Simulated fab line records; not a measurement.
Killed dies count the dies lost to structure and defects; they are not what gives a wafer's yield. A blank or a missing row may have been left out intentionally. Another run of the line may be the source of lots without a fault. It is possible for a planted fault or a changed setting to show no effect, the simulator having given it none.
Split-lot experiment	flow n5_finfet	on a route of 1938 steps: 7 lots, 21 wafers read

## ON THE SPLIT
At N5_BEOL_M3_COAT_22 (resist thk 30 nm), the setting spin_rpm was moved away from the recipe's 1500 rpm on 6 of the 21 wafers read, by -6.5% to +5.9%. All remaining wafers had this setting at the recipe value.

## FROM THE SPLIT TO THE READING: what the file shows between them, 4 steps
- N5_BEOL_M3_EBR_24
- N5_BEOL_M3_SOFTBAKE_23: time 60 s
- N5_BEOL_M3_EXPOSE_25: exposes mask V2, defocus 5 nm
- N5_BEOL_M3_PEB_26: peb time 60 s

## THE READING
CAR-EUV_of_BEOL_M3_COAT_22.thk_nm (the simulator's own value, which no gauge read), in nm, at N5_BEOL_M3_DEVELOP_27 (develop time 30 s). The file gives no usual value for it. Across the 15 wafers here that went through the recipe, the average is 29.5 nm and the standard deviation 0.12 nm.

wafer	tool, chamber at the split	spin_rpm as run, rpm	against the recipe	CAR-EUV_of_BEOL_M3_COAT_22.thk_nm, nm	against lot-mates on the recipe
L075.3	litho_track-05, 0	1500	recipe	29.8	-
L075.5	litho_track-05, 0	1500	recipe	29.6	-
L075.6	litho_track-05, 0	1500	recipe	29.6	-
L074.1	litho_track-05, 0	1500	recipe	29.4	-
L074.3	litho_track-05, 0	1500	recipe	29.4	-
L074.5	litho_track-05, 0	1500	recipe	29.4	-
L076.2	litho_track-05, 0	1500	recipe	29.4	-
L076.4	litho_track-05, 0	1403	-6.5%	30.6	+1.1
L076.6	litho_track-05, 0	1500	recipe	29.6	-
L077.1	litho_track-05, 0	1500	recipe	29.4	-
L077.2	litho_track-05, 0	1565	+4.3%	29	-0.4
L077.5	litho_track-05, 0	1565	+4.3%	28.8	-0.6
L084.3	litho_track-01, 0	1500	recipe	29.6	-
L084.5	litho_track-01, 0	1500	recipe	29.6	-
L084.4	litho_track-01, 0	1500	recipe	29.4	-
L086.1	litho_track-05, 0	1589	+5.9%	28.8	-0.6
L086.3	litho_track-05, 0	1500	recipe	29.4	-
L086.5	litho_track-05, 0	1589	+5.9%	28.6	-0.8
L096.4	litho_track-05, 0	1500	recipe	29.4	-
L096.6	litho_track-05, 0	1500	recipe	29.4	-
L096.5	litho_track-05, 0	1588	+5.9%	28.6	-0.8

FIT RESULTS
A straight line over all 21 wafers: CAR-EUV_of_BEOL_M3_COAT_22.thk_nm changes by -0.148 nm for each +1% of spin_rpm; r = -0.96; the points scatter about the line by 0.13 nm.
The same after taking each lot's own level away (the mean of its wafers on the recipe; 21 wafers): -0.136 nm for each +1%; r = -0.97; scatter 0.098 nm.
On that fit, the largest move of spin_rpm shifts the reading by 0.88 nm.
From 29.40 to 29.67 nm: that is the span of the lots' own levels, equal to 2.2 times the standard deviation above.
So the lot-to-lot level changes the slope little: the two slopes agree.
Check: +0.789 nm against its lot-mates is what the line predicts for one of the wafers moved furthest among these (-6.5%) when that wafer is left out of the fit. Against them it came out at +1.1 nm.

## THE WHOLE CHAIN: every reading that the file lists as answering this split, in the file's order
step	what it does	reading	change (the file's fit)	r (the file's)
N5_BEOL_M3_COAT_22	resist thk 30 nm	CAR-EUV_of_BEOL_M3_COAT_22.thk_nm (the simulator's own value, which no gauge read)	-0.156 nm for each +1% of the setting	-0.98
N5_BEOL_M3_DEVELOP_27	develop time 30 s	CAR-EUV_of_BEOL_M3_COAT_22.thk_nm (the simulator's own value, which no gauge read)	-0.139 nm for each +1% of the setting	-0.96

## FILE'S OWN FIT
CAR-EUV_of_BEOL_M3_COAT_22.thk_nm changes by -0.139 nm for each +1% of spin_rpm, r = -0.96.
